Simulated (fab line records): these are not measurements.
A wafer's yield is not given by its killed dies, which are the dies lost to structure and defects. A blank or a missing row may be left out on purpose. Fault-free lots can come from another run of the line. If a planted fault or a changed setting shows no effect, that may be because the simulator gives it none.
fab line records -- flow nand_harc
record lots=14, wafers=42, last_day=33
route steps=1302 shown P_BONDPAD@352 THIN_TSV@1245 END@1302
lots that met no fault: from a run of the same line without faults
start_h: start of the lot's first displayed wafer, in hours after the record's first day -- wait_h: hours from the lot's prior step to this one -- " the same as in the row above -- L1.1+2: several wafers, shown together as one row -- - no value, or no start was given -- * or withheld: withheld -- < > ~ a bound
route shown NAME@n: NAME is a module with steps in the file, n the number in the route of the first one -- usual: mean/standard deviation of fault-free wafers -- same: alike in all rows -- chamber/n: place in a boat -- sites: per-site readings -- _std_site: standard deviation across them -- _edge_site: mean of outer sites minus mean of inner sites -- radius_mm: for every site, how far away it sits from the centre of the wafer -- mask NAME#n: copy n -- behind: tool/chamber where the wafer was last shaped -- hold: the reason the lot was held/the length of the hold in hours/how it ended -- device: whichever transistor did not switch (one of n, p or np) -- end of line: at the end of the route, the tests of the same wafers -- where a step has no rows: the recipe by itself -- killed: dies that structure and defects cost at the first sort, which is not the same as the wafer's yield -- map: the dies of a wafer, with x for killed, . for not killed, _ for no die there
set.NAME: the run value of the setting; set.NAME@STEP: its run value at that earlier step -- model.NAME: the simulator's own value behind a step, which no gauge read
route steps across a sampled set of lots; one table per step, one row per wafer
services: a tool's chamber out of use, with start hour (start_h, from the record's first day; less than 0 if before it), hours out, and reason
## steps
# step NHARC_P_BONDPAD_CMP_32
# recipe target_thk_nm=200, material=SiCN
# usual motor_current_A=12.4/1.5, retaining_ring_pressure_frac=1.000/0.0051
lot.wafer,tool,chamber,start_h,wait_h,motor_current_A,retaining_ring_pressure_frac
L618.3,cmp-03,0,138.51,-,10.5,1.004
L618.4,cmp-03,2,138.51,-,11.6,1.008
L618.6,cmp-03,0,138.51,-,10.6,1.000
L619.1,cmp-01,2,153.12,-,12.9,1.001
L619.2,cmp-01,0,153.12,-,13.6,1.003
L619.5,cmp-01,1,153.12,-,15.7,0.996
L621.3,cmp-03,0,175.82,-,10.4,1.004
L621.1,cmp-03,2,175.82,-,11.4,0.995
L621.6,cmp-03,1,175.82,-,12.0,0.995
L622.1,cmp-02,1,186.41,-,13.5,1.003
L622.4,cmp-02,2,186.41,-,11.2,0.996
L622.3,cmp-02,3,186.41,-,11.4,0.994
L623.1,cmp-01,3,199.34,0.4,13.7,1.006
L623.4,cmp-01,0,199.34,0.4,13.2,0.996
L623.2,cmp-01,1,199.34,0.4,15.6,1.006
L626.4,cmp-03,1,222.57,-,12.7,1.004
L626.3,cmp-03,2,222.57,-,11.6,1.003
L626.6,cmp-03,1,222.57,-,11.5,1.015
L627.3,cmp-01,3,231.68,-,13.2,1.001
L627.2,cmp-01,0,231.68,-,14.0,0.994
L627.5,cmp-01,3,231.68,-,14.2,1.003
L628.2,cmp-03,1,245.93,-,12.1,0.999
L628.6,cmp-03,0,245.93,-,11.1,0.989
L628.5,cmp-03,1,245.93,-,11.7,1.001
L629.1,cmp-03,0,256.93,-,10.7,1.005
L629.2,cmp-03,1,256.93,-,11.3,0.994
L629.6,cmp-03,0,256.93,-,10.6,1.001
L631.2,cmp-03,3,283.84,-,14.1,0.995
L631.3,cmp-03,2,283.84,-,11.1,1.000
L631.6,cmp-03,3,283.84,-,12.7,0.996
L632.4,cmp-03,1,284.84,-,11.2,1.007
L632.6,cmp-03,3,284.84,-,13.5,1.001
L632.5,cmp-03,0,284.84,-,10.4,0.998
L636.2,cmp-01,2,325.75,-,13.7,1.001
L636.1,cmp-01,0,325.75,-,13.1,1.001
L636.5,cmp-01,1,325.75,-,15.3,0.986
L637.2,cmp-03,1,341.39,-,11.3,1.005
L637.5,cmp-03,2,341.39,-,11.2,1.004
L637.6,cmp-03,3,341.39,-,13.3,0.987
L639.4,cmp-03,2,350.71,-,11.6,0.993
L639.2,cmp-03,3,350.71,-,14.0,1.005
L639.6,cmp-03,2,350.71,-,11.0,0.994
# step NHARC_THIN_TSV_CMP_01
# recipe target_thk_um=3
# usual motor_current_A=12.7/1.6, retaining_ring_pressure_frac=0.999/0.0052
lot.wafer,tool,chamber,start_h,wait_h,motor_current_A,retaining_ring_pressure_frac
L618.4,cmp-01,3,557.85,0.4,14.0,0.996
L618.3,cmp-01,0,557.85,0.4,13.3,1.007
L618.6,cmp-01,3,557.85,0.4,14.1,0.994
L619.2,cmp-02,0,564.98,0.8,10.7,0.996
L619.1,cmp-02,2,564.98,0.8,11.5,1.005
L619.5,cmp-02,0,564.98,0.8,11.5,0.998
L621.3,cmp-01,2,576.72,0.6,13.6,1.004
L621.1,cmp-01,3,576.72,0.6,14.7,1.005
L621.6,cmp-01,3,576.72,0.6,13.9,1.002
L623.1,cmp-03,0,604.44,1.0,10.8,1.003
L623.2,cmp-03,1,604.44,1.0,11.5,1.000
L623.4,cmp-03,2,604.44,1.0,11.3,1.005
L622.1,cmp-03,3,611.19,1.0,13.3,0.995
L622.4,cmp-03,0,611.19,1.0,10.2,0.997
L622.3,cmp-03,2,611.19,1.0,10.3,0.999
L626.4,cmp-02,1,627.93,0.5,13.7,0.992
L626.3,cmp-02,3,627.93,0.5,11.5,0.996
L626.6,cmp-02,1,627.93,0.5,13.5,1.001
L627.2,cmp-01,1,641.03,0.8,16.2,0.992
L627.3,cmp-01,2,641.03,0.8,13.7,1.000
L627.5,cmp-01,1,641.03,0.8,15.4,1.005
L628.2,cmp-03,0,650.41,0.9,11.1,1.001
L628.6,cmp-03,2,650.41,0.9,10.8,0.998
L628.5,cmp-03,3,650.41,0.9,13.1,0.993
L629.1,cmp-03,2,662.18,1.0,11.8,0.996
L629.2,cmp-03,3,662.18,1.0,13.6,0.999
L629.6,cmp-03,1,662.18,1.0,11.9,1.000
L631.3,cmp-01,0,686.33,0.6,13.2,1.001
L631.2,cmp-01,3,686.33,0.6,14.2,0.997
L631.6,cmp-01,1,686.33,0.6,15.4,0.988
L632.4,cmp-01,1,687.60,0.5,15.0,1.001
L632.5,cmp-01,2,687.60,0.5,13.0,0.993
L632.6,cmp-01,3,687.60,0.5,14.5,1.001
L636.1,cmp-01,2,734.78,1.1,13.6,1.012
L636.2,cmp-01,3,734.78,1.1,13.6,1.008
L636.5,cmp-01,1,734.78,1.1,15.1,0.990
L637.2,cmp-02,0,755.14,0.9,12.3,1.011
L637.5,cmp-02,3,755.14,0.9,11.2,0.993
L637.6,cmp-02,0,755.14,0.9,11.1,1.000
L639.2,cmp-03,0,762.40,0.8,10.5,0.999
L639.4,cmp-03,1,762.40,0.8,11.8,0.996
L639.6,cmp-03,0,762.40,0.8,10.2,0.998
# step NHARC_THIN_TSV_THK_MEAS_02
# recipe thk_meas_gauge=ir
# usual thk_nm=3008/230
lot.wafer,tool,chamber,start_h,wait_h,thk_nm
L618.3,film_metro-01,-,558.09,-,2997
L618.4,film_metro-01,-,558.09,-,2706
L618.6,film_metro-01,-,558.09,-,2895
L619.1,film_metro-02,-,565.22,-,3168
L619.2,film_metro-02,-,565.22,-,3055
L619.5,film_metro-02,-,565.22,-,3144
L621.1,film_metro-02,-,576.98,-,3613
L621.3,film_metro-02,-,576.98,-,3172
L621.6,film_metro-02,-,576.98,-,3128
L623.1,film_metro-01,-,604.70,-,2532
L623.2,film_metro-01,-,604.70,-,2952
L623.4,film_metro-01,-,604.70,-,3166
L622.1,film_metro-02,-,611.45,-,2810
L622.3,film_metro-02,-,611.45,-,3101
L622.4,film_metro-02,-,611.45,-,3051
L626.3,film_metro-02,-,628.18,-,2708
L626.4,film_metro-02,-,628.18,-,3137
L626.6,film_metro-02,-,628.18,-,3035
L627.2,film_metro-02,-,641.29,0.2,3334
L627.3,film_metro-02,-,641.29,0.2,3200
L627.5,film_metro-02,-,641.29,0.2,3085
L628.2,film_metro-01,-,650.62,0.2,3079
L628.5,film_metro-01,-,650.62,0.2,3278
L628.6,film_metro-01,-,650.62,0.2,3165
L629.1,film_metro-01,-,662.42,-,2842
L629.2,film_metro-01,-,662.42,-,3068
L629.6,film_metro-01,-,662.42,-,2952
L631.2,film_metro-01,-,686.59,-,3033
L631.3,film_metro-01,-,686.59,-,2694
L631.6,film_metro-01,-,686.59,-,2775
L632.4,film_metro-02,-,687.80,-,2902
L632.5,film_metro-02,-,687.80,-,2898
L632.6,film_metro-02,-,687.80,-,2874
L636.1,film_metro-02,-,735.02,0.2,3040
L636.2,film_metro-02,-,735.02,0.2,2865
L636.5,film_metro-02,-,735.02,0.2,2941
L637.2,film_metro-02,-,755.38,-,2909
L637.5,film_metro-02,-,755.38,-,3047
L637.6,film_metro-02,-,755.38,-,3194
L639.2,film_metro-01,-,762.67,-,3714
L639.4,film_metro-01,-,762.67,-,3085
L639.6,film_metro-01,-,762.67,-,3864
# step NHARC_THIN_TSV_DEP_47
# recipe target_thk_a=2000, temp_c=withheld, pressure_torr=6.5, rf_w=900, teos_flow_sccm=161.4, flow_sccm=2650, target_thk_nm=200, gas=O2, material=SiO2
# usual throttle_valve_pct=15.9/0.47
lot.wafer,tool,chamber,start_h,wait_h,throttle_valve_pct
L618.3,pecvd-03,2,560.94,-,15.8
L618.6,pecvd-03,0,560.94,-,15.7
L618.4,pecvd-03,2,560.94,-,15.9
L619.2,pecvd-03,1,568.13,-,16.0
L619.1,pecvd-03,2,568.13,-,15.9
L619.5,pecvd-03,2,568.13,-,15.7
L621.1,pecvd-04,1,579.99,-,15.8
L621.3,pecvd-04,1,579.99,-,15.8
L621.6,pecvd-04,1,579.99,-,15.7
L623.1,pecvd-03,2,607.57,-,16.2
L623.2,pecvd-03,0,607.57,-,15.3
L623.4,pecvd-03,1,607.57,-,16.7
L622.1,pecvd-03,1,614.29,-,16.5
L622.3,pecvd-03,0,614.29,-,15.7
L622.4,pecvd-03,1,614.29,-,16.5
L626.3,pecvd-04,2,631.08,-,16.8
L626.4,pecvd-04,0,631.08,-,15.9
L626.6,pecvd-04,2,631.08,-,16.5
L627.3,pecvd-03,0,644.31,-,15.7
L627.2,pecvd-03,1,644.31,-,16.5
L627.5,pecvd-03,2,644.31,-,15.9
L628.2,pecvd-04,2,653.71,-,16.3
L628.5,pecvd-04,1,653.71,-,15.0
L628.6,pecvd-04,0,653.71,-,16.0
L629.1,pecvd-03,0,665.31,-,15.5
L629.2,pecvd-03,1,665.31,-,16.3
L629.6,pecvd-03,1,665.31,-,16.4
L631.2,pecvd-03,0,689.52,-,15.8
L631.3,pecvd-03,1,689.52,-,16.4
L631.6,pecvd-03,2,689.52,-,15.8
L632.6,pecvd-01,2,690.91,-,15.6
L632.4,pecvd-01,0,690.91,-,15.3
L632.5,pecvd-01,1,690.91,-,15.0
L636.1,pecvd-04,1,737.79,-,15.6
L636.2,pecvd-04,2,737.79,-,16.6
L636.5,pecvd-04,2,737.79,-,16.7
L637.2,pecvd-01,0,758.31,-,15.3
L637.5,pecvd-01,2,758.31,-,16.2
L637.6,pecvd-01,0,758.31,-,15.5
L639.2,pecvd-01,2,765.79,-,16.1
L639.6,pecvd-01,0,765.79,-,15.5
L639.4,pecvd-01,1,765.79,-,15.1
# step NHARC_END_SORT_01
# recipe temp_c=25
# usual defect_limited_yield=91/3.2, killed_at_array=58/22, killed_at_other=1.0/1.3, killed_at_periphery=5/3.4, killed_dies=64/22, killed_open=3.6/1.8, killed_short=2.4/1.7
# same gross_dies=677
lot.wafer,tool,chamber,start_h,wait_h,defect_limited_yield[%],killed_at_array,killed_at_other,killed_at_periphery,killed_dies,killed_open,killed_short
L631.2,prober-01,0,703.44,2.8,93,41,0,5,46,7,6
L631.3,prober-01,0,704.25,3.1,92,50,0,2,52,4,2
L631.6,prober-01,0,706.68,4.1,93,48,1,1,50,1,8
L637.2,prober-01,0,772.10,2.8,44,64,3,313,380,3,5
L637.5,prober-01,0,774.48,3.7,46,60,0,306,366,0,4
L637.6,prober-01,0,775.28,4.0,42,53,0,341,394,5,3
L639.2,prober-01,0,779.88,2.8,42,70,0,324,394,7,2
L639.4,prober-01,0,781.50,3.4,41,58,2,341,401,3,4
L639.6,prober-01,0,783.12,4.0,43,46,0,337,383,4,1
# killed by level:class
L631.2 A_CHANNEL_HOLE_D2:chamber_film_flake=15 A_CHANNEL_HOLE_D1:chamber_film_flake=8 A_SLIT:chamber_film_flake=4 A_CHANNEL_FILL_D2:geometric_particle:short=3 P_CONTACT:geometric_particle:open=2 P_M2:chamber_film_flake=2 A_ZERO_WELL:chamber_film_flake=2 P_CONTACT:geometric_particle:short=1
L631.3 A_CHANNEL_HOLE_D2:chamber_film_flake=21 A_CHANNEL_HOLE_D1:chamber_film_flake=12 A_SLIT:chamber_film_flake=5 A_CHANNEL_FILL_D1:geometric_particle:open=2 P_M2:chamber_film_flake=2 A_STAIRCASE:chamber_film_flake=2 A_CONTACT:chamber_film_flake=2 A_ONON_D1:geometric_particle:open=1
L631.6 A_CHANNEL_HOLE_D2:chamber_film_flake=16 A_SLIT:chamber_film_flake=9 A_CHANNEL_HOLE_D1:chamber_film_flake=8 A_STAIRCASE:chamber_film_flake=3 A_CHANNEL_FILL_D2:geometric_particle:short=2 A_WL_FILL:geometric_particle:short=2 A_CHANNEL_FILL_D2:chamber_film_flake=2 A_ONON_D1:geometric_particle:short=1
L637.2 P_BONDPAD:unspecified=312 A_SLIT:chamber_film_flake=24 A_CHANNEL_HOLE_D2:chamber_film_flake=14 A_CHANNEL_HOLE_D1:chamber_film_flake=9 A_CONTACT:chamber_film_flake=5 A_WL_FILL:chamber_film_flake=2 A_STAIRCASE:chamber_film_flake=2 A_DECK1_JOINT:geometric_particle:short=1
L637.5 P_BONDPAD:unspecified=306 A_SLIT:chamber_film_flake=22 A_CHANNEL_HOLE_D2:chamber_film_flake=20 A_CHANNEL_HOLE_D1:chamber_film_flake=7 A_WL_FILL:chamber_film_flake=3 A_CONTACT:chamber_film_flake=3 A_DECK1_JOINT:geometric_particle:short=1 A_CHANNEL_HOLE_D2:geometric_particle:short=1
L637.6 P_BONDPAD:unspecified=334 A_SLIT:chamber_film_flake=16 A_CHANNEL_HOLE_D2:chamber_film_flake=14 A_CHANNEL_HOLE_D1:chamber_film_flake=11 A_WL_FILL:chamber_film_flake=3 P_M1:geometric_particle:open=2 A_CONTACT:chamber_film_flake=2 P_STI:geometric_particle:short=1
L639.2 P_BONDPAD:unspecified=313 A_CHANNEL_HOLE_D2:chamber_film_flake=29 A_SLIT:chamber_film_flake=29 P_STI:chamber_film_flake=6 A_CHANNEL_HOLE_D2:geometric_particle:open=2 P_CONTACT:chamber_film_flake=2 A_STAIRCASE:chamber_film_flake=2 P_CONTACT:geometric_particle:open=1
L639.4 P_BONDPAD:unspecified=332 A_CHANNEL_HOLE_D2:chamber_film_flake=25 A_SLIT:chamber_film_flake=25 P_GATE:chamber_film_flake=3 P_STI:chamber_film_flake=2 P_CONTACT:chamber_film_flake=2 A_CHANNEL_FILL_D1:chamber_film_flake=2 P_GATE:geometric_particle:open=1
L639.6 P_BONDPAD:unspecified=327 A_SLIT:chamber_film_flake=21 A_CHANNEL_HOLE_D2:chamber_film_flake=15 P_STI:chamber_film_flake=3 P_GATE:chamber_film_flake=3 P_CONTACT:chamber_film_flake=3 A_STAIRCASE:chamber_film_flake=3 A_WL_FILL:geometric_particle:open=2
## services
tool,chamber,start_h,hours,kind
cmp-03,-,135.64,1.2,repair
cmp-03,-,162.00,4.0,pm
cmp-03,-,178.06,3.1,repair
cmp-01,-,187.13,4.0,pm
cmp-01,-,232.62,2.8,repair
cmp-03,-,260.00,4.0,pm
cmp-03,-,267.49,2.9,repair
cmp-01,-,285.13,4.0,pm
cmp-03,-,352.03,1.8,repair
cmp-01,-,352.65,3.9,repair
cmp-03,-,353.90,2.4,repair
cmp-03,-,358.00,4.0,pm
cmp-01,-,365.73,2.7,repair
cmp-01,-,370.35,2.1,repair
cmp-01,-,383.18,4.0,pm
cmp-03,-,392.94,0.4,repair
cmp-03,-,414.20,0.4,repair
cmp-03,-,454.58,1.0,repair
cmp-03,-,456.15,4.0,pm
cmp-03,-,471.85,0.6,repair
cmp-03,-,554.15,4.0,pm
cmp-03,-,652.15,4.0,pm
cmp-03,-,700.66,0.4,repair
cmp-03,-,750.15,4.0,pm
## key
first_sign step=NHARC_END_SORT_01, reading=killed_at_periphery, direction=up, sigmas=95, usual=5, struck=327
effect step=NHARC_END_SORT_01, reading=defect_limited_yield, direction=down, sigmas=15, usual=91, struck=43
more_kills_born_at NHARC_P_BONDPAD_CMP_32@cmp-03=1924
met_at NHARC_P_BONDPAD_CMP_32
struck_lots L637,L639
not_acting_at NHARC_THIN_TSV_CMP_01,NHARC_THIN_TSV_THK_MEAS_02,NHARC_THIN_TSV_DEP_47
onset_between 284.84 341.39
also_fits time
fault kind=chamber_particle_source, tool=cmp-03, chamber=-, onset_h=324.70, steps=NHARC_P_BONDPAD_CMP_32, rate_per_visit_cm2=0.78191, end_h=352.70
